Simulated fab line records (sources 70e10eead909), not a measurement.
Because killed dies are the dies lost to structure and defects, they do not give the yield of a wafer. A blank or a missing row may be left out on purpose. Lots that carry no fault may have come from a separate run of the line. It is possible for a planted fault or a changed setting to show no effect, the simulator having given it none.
Which tool was responsible? || flow nand-harc || 6 lots with 18 wafers sampled at 2 steps, on a route of 1159 steps

WHAT EACH GAUGE READ, for each wafer
NHARC_A_BONDPAD_CD_MEAS_09 targets a cd of 500 nm.
{"lot": "L873", "measured": "day 18 07:08", "on": "cd-sem-01", "cd-nm (nm)": "501.2 502.7 500.7"}
{"lot": "L871", "measured": "day 18 12:23", "on": "cd-sem-01", "cd-nm (nm)": "502.4 500.7 502.0"}
{"lot": "L874", "measured": "day 18 15:57", "on": "cd-sem-03", "cd-nm (nm)": "498.4 495.3 497.4"}
{"lot": "L881", "measured": "day 21 21:47", "on": "cd-sem-03", "cd-nm (nm)": "501.2 500.0 498.8"}
{"lot": "L886", "measured": "day 22 17:49", "on": "cd-sem-03", "cd-nm (nm)": "501.1 498.7 501.6"}
{"lot": "L888", "measured": "day 23 00:03", "on": "cd-sem-01", "cd-nm (nm)": "501.3 499.4 497.9"}

TOOL THAT RAN EACH LOT (tool first, then ch and the chambers of the sampled wafers, then the start)
{"lot": "L873", "NHARC_A_CONTACT_ETCH_129": "har-cap-etch-01 ch 0,1, day 17 04:23"}
{"lot": "L871", "NHARC_A_CONTACT_ETCH_129": "har-cap-etch-03 ch 0,1, day 17 09:42"}
{"lot": "L874", "NHARC_A_CONTACT_ETCH_129": "har-cap-etch-02 ch 1, day 17 14:20"}
{"lot": "L881", "NHARC_A_CONTACT_ETCH_129": "har-cap-etch-02 ch 0,1, day 20 14:15"}
{"lot": "L886", "NHARC_A_CONTACT_ETCH_129": "har-cap-etch-03 ch 0,1, day 21 11:08"}
{"lot": "L888", "NHARC_A_CONTACT_ETCH_129": "har-cap-etch-01 ch 0,1, day 21 18:29"}
- NHARC_A_CONTACT_ETCH_129: etches the open film in C4F8/O2/Ar, time 155 s, target depth 956 nm.

THE ANSWER, worked out from the rows above alone
Rule: usual is defined by the lots themselves. The widest of any qualifying gaps counts: lots, ordered by their means at a reading, are off when they make up no more than a third of the lots, leave a main group of 4 or more, and stand apart from it by 3 or more times the standard deviation of that group's means. If all means in a main group match to the digits the tables above print for the reading, that group is not used. Also off: a lot with no number at a reading for which 4 or more lots have one. All remaining lots with rows at the step are treated as sound.
Across all readings shown, no lot is off: no conclusion can be drawn from this.

WHAT THE SIMULATOR HAD INSERTED
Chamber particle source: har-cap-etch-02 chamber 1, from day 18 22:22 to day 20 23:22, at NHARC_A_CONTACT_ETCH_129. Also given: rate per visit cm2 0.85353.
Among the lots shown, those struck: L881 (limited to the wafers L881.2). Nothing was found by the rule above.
